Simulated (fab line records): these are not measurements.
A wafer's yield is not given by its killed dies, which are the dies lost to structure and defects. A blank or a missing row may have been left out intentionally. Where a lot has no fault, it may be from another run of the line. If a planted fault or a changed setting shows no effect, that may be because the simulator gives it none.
Matching of chambers	flow nandHarc	pecvd-03 running NHARC_A_M1_DEP_33: 3 sister chambers
The step deposits SiCN, target thk 30 nm. 6 wafers are shown with their chamber, then 9 later ones without.

## EACH WAFER AND ITS CHAMBER
wafer	chamber	heaterPowerW (W)
L087.1	1	545
L087.2	0	563
L087.4	1	563
L089.1	2	589
L089.2	0	581
L089.6	2	593

## WAFERS WITHOUT THEIR CHAMBER
wafer	heaterPowerW (W)
L088.2	619
L088.4	596
L088.5	592
L093.1	515
L093.3	577
L093.4	520
L094.1	566
L094.3	559
L094.6	563

## EACH ONE'S CHAMBER
wafer	from the rows above	in truth
L088.2	can't be placed: 2 or 0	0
L088.4	can't be placed: 2 or 0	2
L088.5	can't be placed: 2 or 0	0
L093.1	can't be placed: 1 or 0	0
L093.3	can't be placed: 0 or 2 or 1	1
L093.4	can't be placed: 1 or 0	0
L094.1	can't be placed: 0 or 1 or 2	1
L094.3	can't be placed: 1 or 0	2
L094.6	can't be placed: 0 or 1 or 2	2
Correct placement for 0 of the 9. These rows do not allow placing 9 (true chamber among the candidates in 8). 0 placed wrongly.
How it was worked out, from the rows above alone: a wafer's distance from a chamber is the root of the sum, over the readings, of the square of ((its reading less the chamber's mean) divided by the reading's scatter). The wafer belongs to the nearest chamber; if the next one is less than 2 further off, it can't be placed. The mean given for a chamber averages the wafers shown for that chamber. The scatter is the square root of a quotient: the sum, over the shown wafers, of each reading's squared deviation from its chamber's mean, divided by wafers minus chambers.
